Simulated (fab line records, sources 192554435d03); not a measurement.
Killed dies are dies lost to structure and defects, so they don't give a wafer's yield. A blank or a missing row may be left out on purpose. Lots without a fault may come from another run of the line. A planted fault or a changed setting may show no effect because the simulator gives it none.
Chamber matching | flow n5_finfet | N5_FIN_SAQP_ETCH_67 on rie_diel-01: 4 sister chambers
The step etches SiNx in CH3F/O2, target depth 30 nm. 4 wafers are shown with their chamber, then 9 later ones without.

WAFERS WITH THEIR CHAMBER
wafer  | chamber | drypump_motor_current_A (A)
L087.5 | 1       | 4.9
L095.1 | 2       | 5.5
L095.2 | 0       | 5.3
L095.3 | 3       | 5.8

WAFERS WITHOUT THEIR CHAMBER
wafer  | drypump_motor_current_A (A)
L095.4 | 4.9
L095.5 | 5.4
L095.6 | 5.8
L096.2 | 5.8
L096.4 | 5.5
L096.6 | 5.4
L097.3 | 5.5
L097.4 | 4.8
L097.5 | 5.5

WHICH CHAMBER EACH WENT THROUGH
wafer  | from the rows above     | in truth
L095.4 | 1                       | 1
L095.5 | can't be placed: 2 or 0 | 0
L095.6 | 3                       | 3
L096.2 | 3                       | 3
L096.4 | 2                       | 2
L096.6 | can't be placed: 2 or 0 | 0
L097.3 | 2                       | 2
L097.4 | 1                       | 1
L097.5 | 2                       | 2
Placed correctly: 7 of 9. Can't be placed from these rows: 2 (the true chamber is among the candidates in 2). Placed wrongly: 0.
How it was worked out, from the rows above alone: a wafer's distance from a chamber is the root of the sum, over the readings, of the square of ((its reading less the chamber's mean) divided by the reading's scatter). The wafer belongs to the nearest chamber; if the next one is less than 2 further off, it can't be placed. A chamber's mean is the mean of its shown wafers. The scatter: with one shown wafer a chamber, the root of the mean of the squares of how far each hidden wafer lies from its nearest shown one.
